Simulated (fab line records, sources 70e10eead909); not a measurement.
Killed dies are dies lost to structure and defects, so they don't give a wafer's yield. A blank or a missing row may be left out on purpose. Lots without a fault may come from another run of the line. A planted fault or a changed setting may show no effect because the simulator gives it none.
Problem report in the 8D (eight disciplines) form, filled by code | flow nand_harc | the parts of the form that need people (team, actions taken, sign-off) are left out

1. THE PROBLEM
oes_product_au at NHARC_A_CHANNEL_FILL_D1_ETCHBACK_19 reads a mean of 0.894 a.u. on 1 wafer of 1 lot; wafers without a fault read 0.999 a.u. with a standard deviation of 0.008. That is -13 standard deviations from the usual mean.
The step: etches the open film in HBr/Cl2, target depth 5 nm, time 1.7 s.
First seen on wafer L535.5, day 13 17:07, on rie_si-06. The record holds 36 wafers of 12 lots with a number at this step. Rule for "out", or "out of limits": more than 4 standard deviations from the usual mean. The other wafers with a number count as sound.

2. WHAT IT IS AND WHAT IT IS NOT
question                    | is                | is not
which readings at this step | oes_product_au    | drypump_motor_current_A, rf_fwd_power_W, throttle_valve_pct
which lots                  | L535              | L526, L527, L529, L530, L534, L537, L544, L545, L546, L547, L549
which wafers of those lots  | L535.5            | L535.3, L535.6
read on which tools         | rie_si-06         | rie_si-02, rie_si-04
when                        | from day 13 17:07 | up to then (17 sound wafers); but 18 sound wafers of L537, L544, L545, L546, L547, L549 came after

3. SUSPECTS, AND WHAT RULES EACH OUT
Counting: a tool at a process step up to the reading stays a suspect if it ran every lot that is out. Sound lots after the first of them don't rule it out here, since some wafers of a struck lot are sound.
- ald_sin_batch-01 at NHARC_A_CHANNEL_FILL_D1_ALD_03 (deposits SiNx, target thk 6 nm, pulse time 60 s, ald cycles 58): kept. It ran the lot that is out, L535 (day 12 23:56); its last sound lot up to then is L530 (day 10 18:33). NHARC_A_CHANNEL_FILL_D1_ALD_03 gives no start for some lots, so the hours and the order of its lots are those of NHARC_A_CHANNEL_FILL_D1_ALD_14.
- ald_hk-01 at NHARC_A_CHANNEL_FILL_D1_ALD_14 (deposits SiO2, target thk 2.5 nm, pulse time 10 s, ald cycles 25): kept. It ran the lot that is out, L535 (day 12 23:56); its last sound lot up to then is L530 (day 10 18:33).
- rie_si-06 at NHARC_A_CHANNEL_FILL_D1_ETCHBACK_19 (etches the open film in HBr/Cl2, target depth 5 nm, time 1.7 s): kept. It ran the lot that is out, L535 (day 13 17:07); its last sound lot up to then is L534 (day 13 13:04). Its own readings are out on those wafers: oes_product_au.
Left after counting: ald_sin_batch-01 at NHARC_A_CHANNEL_FILL_D1_ALD_03, ald_hk-01 at NHARC_A_CHANNEL_FILL_D1_ALD_14, rie_si-06 at NHARC_A_CHANNEL_FILL_D1_ETCHBACK_19.

4. THE CAUSE (what the simulator had put in)
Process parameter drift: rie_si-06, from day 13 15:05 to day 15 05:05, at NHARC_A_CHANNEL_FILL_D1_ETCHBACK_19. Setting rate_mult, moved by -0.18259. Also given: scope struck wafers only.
Counting left 3 suspects, and this tool is among them.

5. THE CHAIN OF EFFECTS, in route order
Each row: a reading whose mean over the struck wafers that have a number lies more than 3 standard deviations from the usual. Only readings for which the record gives a usual standard deviation are gone through. hours: the time from each lot's start at the first step in this table that gives one to its start at this step, as a median over the lots. sigmas: the change in usual standard deviations.
hours | step                                | reading        | usual      | on struck wafers | change | sigmas
0     | NHARC_A_CHANNEL_FILL_D1_ETCHBACK_19 | oes_product_au | 0.999 a.u. | 0.894            | -0.105 | -13
The process steps in it:
- NHARC_A_CHANNEL_FILL_D1_ETCHBACK_19: etches the open film in HBr/Cl2, target depth 5 nm, time 1.7 s.

6. WHAT WOULD HAVE CAUGHT IT SOONER
In this record the first reading out of limits was taken at day 13 17:07, 2 hours after the fault began at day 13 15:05.
